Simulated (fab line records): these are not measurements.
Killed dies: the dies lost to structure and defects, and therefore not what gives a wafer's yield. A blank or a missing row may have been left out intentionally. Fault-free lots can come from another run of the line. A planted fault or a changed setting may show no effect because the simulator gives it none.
8D (eight disciplines) problem report, filled in by code    flow n5_finfet    the parts of the form that need people (team, actions taken, sign-off) are left out

1. PROBLEM STATEMENT
At N5_PASSIVATION_PROBE_49, killed_at_M4_up averages 152 over 6 wafers from 2 lots, while fault-free wafers read 13, standard deviation 4.6. That puts it +30 standard deviations away from the usual mean.
The first sign was on wafer L382.2 at day 15 02:40, on prober-02. The record has a number at this step for 6 wafers belonging to 2 lots. By rule, "out" or "out of limits" means more than 4 standard deviations away from the usual mean. Any other wafer with a number is counted as sound.

2. WHAT IT IS; WHAT IT IS NOT
question                     is                                                                                                    is not
which readings at this step  killed_at_M4_up, defect_limited_yield, killed_dies, sort_bin_5_function, sort_n_pass, sort_yield_pct  killed_at_M0_to_M3, killed_at_contacts, killed_at_front_end, killed_at_other, killed_short
which lots                   L382, L385                                                                                            -
which wafers of those lots   all that have a number                                                                                -
read on which tools          prober-02                                                                                             -
when                         from day 15 02:40                                                                                     up to then (0 sound wafers)

3. SUSPECTS, AND WHAT RULES EACH OUT
Counting: a tool stays on the suspect list if, at a process step up to the reading, it processed all lots that are out and no sound lot following the first of them.
- pvd_sputter-01 at N5_BEOL_M9_PRE_CLEAN_45 (time 30 s): kept. It ran every lot that is out, first L382 (day 12 18:46), and no sound lot after that.
- prober-02 at N5_PASSIVATION_PROBE_49: kept. It ran every lot that is out, first L382 (day 15 02:40), and no sound lot after that. Its own readings are out on those wafers: defect_limited_yield, killed_at_M4_up, killed_dies, sort_bin_5_function, sort_n_pass, sort_yield_pct.
Remaining after the count are pvd_sputter-01 at N5_BEOL_M9_PRE_CLEAN_45 and prober-02 at N5_PASSIVATION_PROBE_49.

4. THE CAUSE (what the simulator had put in)
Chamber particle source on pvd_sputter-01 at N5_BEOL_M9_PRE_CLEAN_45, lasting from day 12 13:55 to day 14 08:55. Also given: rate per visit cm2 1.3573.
Counting left 2 suspects, and this tool is among them.

5. THE CHAIN OF EFFECTS, in route order
One row per reading whose mean, taken over the struck wafers that have a number, lies over 3 standard deviations from the usual. Only readings for which the record gives a usual standard deviation are gone through. hours: the time from each lot's start at the first step in this table that gives one to its start at this step, as a median over the lots. sigmas: the change in usual standard deviations.
hours  step                     reading               usual   on struck wafers  change  sigmas
0      N5_PASSIVATION_PROBE_49  defect_limited_yield  91.2 %  80.2              -11.0   -8.5
0      N5_PASSIVATION_PROBE_49  killed_at_M4_up       13      152               +139    +30
0      N5_PASSIVATION_PROBE_49  killed_dies           104     234               +130    +8.1
0      N5_PASSIVATION_PROBE_49  sort_bin_5_function   5.1 %   12.2              +7.1    +8.2
0      N5_PASSIVATION_PROBE_49  sort_n_pass           1076    946               -130    -8.1
0      N5_PASSIVATION_PROBE_49  sort_yield_pct        91.2 %  80.2              -11.0   -8.5
Its process steps:
- N5_PASSIVATION_PROBE_49

6. WHAT WOULD HAVE CAUGHT IT SOONER
In this record the first reading out of limits was taken at day 15 02:40, 61 hours after the fault began at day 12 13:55.
An alarm limit of 4 standard deviations would not have fired on the tool readings at N5_BEOL_M9_PRE_CLEAN_45 for which the record gives a usual standard deviation, since none of them was out on any struck wafer.
Each of the lots that are out, 2 in all, had begun N5_BEOL_M9_PRE_CLEAN_45 on pvd_sputter-01 no later than day 15 02:40. A hold on the tool at that time would have spared none of them.
